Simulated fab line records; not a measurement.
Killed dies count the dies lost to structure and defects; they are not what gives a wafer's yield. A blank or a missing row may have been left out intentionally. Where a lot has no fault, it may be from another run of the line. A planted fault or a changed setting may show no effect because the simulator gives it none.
The same fault as seen by 2 desks -- flow n5 finfet -- each desk holds nothing but its own numbers, with what lay behind them at the end

== AT THE TOOL OWNER'S DESK: cvd w-02 ==
The tool's own readings at N5_HKMG_FIN_ALD_72 (deposits W, target thk 2 nm, pulse time 1 s, purge time 2 s): means of the sampled wafers that have a number, for each lot that ran on this tool. Any lot whose mean is over 4 standard deviations away from the usual mean is out of limits and marked OUT; that distance is given in the brackets.
Columns: A = chamber pressure Torr at N5_HKMG_FIN_ALD_72, usual 7.499 Torr; B = heater power w at N5_HKMG_FIN_ALD_72, usual 477 W; C = precursor pulse height rel at N5_HKMG_FIN_ALD_72, usual 0.999
lot,first seen here,A,B,C
L284,day 4 07:40,7.503,433,1.016
L285,day 4 18:24,7.496,432,0.999
L291,day 6 04:00,7.486,402,1.001
L292,day 6 11:50,7.511,446,1.007
L306,day 9 21:26,7.503,455,0.994
This desk found nothing out of limits on any of the 5 lots.

== THE METROLOGY DESK ==
What the gauges read for every lot (on any tool): the sampled wafers with a number, averaged. Any lot whose mean is over 4 standard deviations away from the usual mean is out of limits and marked OUT; that distance is given in the brackets. Of its 10 readings 7 are shown: those that lie furthest out on some lot.
Columns: A = DIBL_N at N5_BEOL_M4_RC_MEAS_101, usual 35.8 mV/V; B = DIBL_P at N5_BEOL_M4_RC_MEAS_101, usual 35.9 mV/V; C = IOFF_N at N5_BEOL_M4_RC_MEAS_101, usual 0.16 nA/um; D = IOFF_P at N5_BEOL_M4_RC_MEAS_101, usual 0.21 nA/um; E = ION_P at N5_BEOL_M4_RC_MEAS_101, usual 461 uA/um; F = SS_N at N5_BEOL_M4_RC_MEAS_101, usual 71.4 mV/dec; G = VT_P at N5_BEOL_M4_RC_MEAS_101, usual -251 mV
lot,first seen here,A,B,C,D,E,F,G
L284,day 7 19:40,35.3,35.3,0.16,0.17,459,71.9,-253
L285,day 8 15:25,34.2,35.8,0.16,0.23,469,71.3,-247
L291,day 9 17:32,39.0,39.1,0.21,0.26,469,72.1,-249
L292,day 9 22:13,37.0,38.0,0.17,0.23,460,71.4,-250
L296,day 11 11:02,36.1,36.3,0.16,0.21,464,71.1,-249
L297,day 11 16:23,36.7,36.8,0.16,0.22,464,71.0,-250
L302,day 12 16:39,35.7,34.6,0.15,0.19,459,71.2,-253
L304,day 12 18:34,35.4,36.7,0.16,0.23,466,71.9,-247
L306,day 13 21:09,35.6,34.1,0.13,0.20,466,70.8,-252
This desk found nothing out of limits on any of the 9 lots.

== TAKEN TOGETHER ==
Nothing out of limits was seen by the tool owner's desk.
The metrology desk saw nothing out of limits.

== WHAT HAD BEEN PUT IN BY THE SIMULATOR ==
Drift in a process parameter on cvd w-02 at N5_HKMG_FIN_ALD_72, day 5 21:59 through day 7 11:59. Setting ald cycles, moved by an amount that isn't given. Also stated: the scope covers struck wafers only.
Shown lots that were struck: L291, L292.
